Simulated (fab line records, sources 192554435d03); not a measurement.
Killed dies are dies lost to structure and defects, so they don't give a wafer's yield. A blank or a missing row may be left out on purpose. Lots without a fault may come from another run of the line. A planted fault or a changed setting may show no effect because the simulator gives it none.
Chamber matching | flow n5_finfet | N5_HKMG_FIN_ALD_74 on ald_hk-01: 4 sister chambers
The step deposits La2O3, target thk 0.5 nm, pulse time 6 s, co reactant pulse time 1 s. 8 wafers are shown with their chamber, then 7 later ones without.

WAFERS WITH THEIR CHAMBER
wafer  | chamber | heater_power_w (W) | precursor_pulse_height_rel
L208.6 | 3       | 300                | 0.983
L222.1 | 2       | 269                | 1.022
L222.4 | 1       | 313                | 0.997
L223.1 | 0       | 279                | 1.013
L223.2 | 2       | 261                | 1.020
L223.4 | 3       | 309                | 0.983
L224.2 | 0       | 276                | 1.010
L224.3 | 1       | 310                | 0.993

WAFERS WITHOUT THEIR CHAMBER
wafer  | heater_power_w (W) | precursor_pulse_height_rel
L224.5 | 306                | 1.004
L225.1 | 303                | 0.989
L225.4 | 304                | 0.987
L225.5 | 309                | 1.009
L229.1 | 298                | 0.997
L229.3 | 311                | 0.989
L229.5 | 309                | 1.010

WHICH CHAMBER EACH WENT THROUGH
wafer  | from the rows above     | in truth
L224.5 | 1                       | 1
L225.1 | can't be placed: 3 or 1 | 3
L225.4 | 3                       | 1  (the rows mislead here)
L225.5 | can't be placed: 0 or 1 | 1
L229.1 | 1                       | 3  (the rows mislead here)
L229.3 | can't be placed: 1 or 3 | 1
L229.5 | can't be placed: 0 or 1 | 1
Placed correctly: 1 of 7. Can't be placed from these rows: 4 (the true chamber is among the candidates in 4). Placed wrongly: 2.
How it was worked out, from the rows above alone: a wafer's distance from a chamber is the root of the sum, over the readings, of the square of ((its reading less the chamber's mean) divided by the reading's scatter). The wafer belongs to the nearest chamber; if the next one is less than 2 further off, it can't be placed. A chamber's mean is the mean of its shown wafers. The scatter: the root of (the sum of the squares of (reading less its chamber's mean) over the shown wafers, divided by (wafers less chambers)).
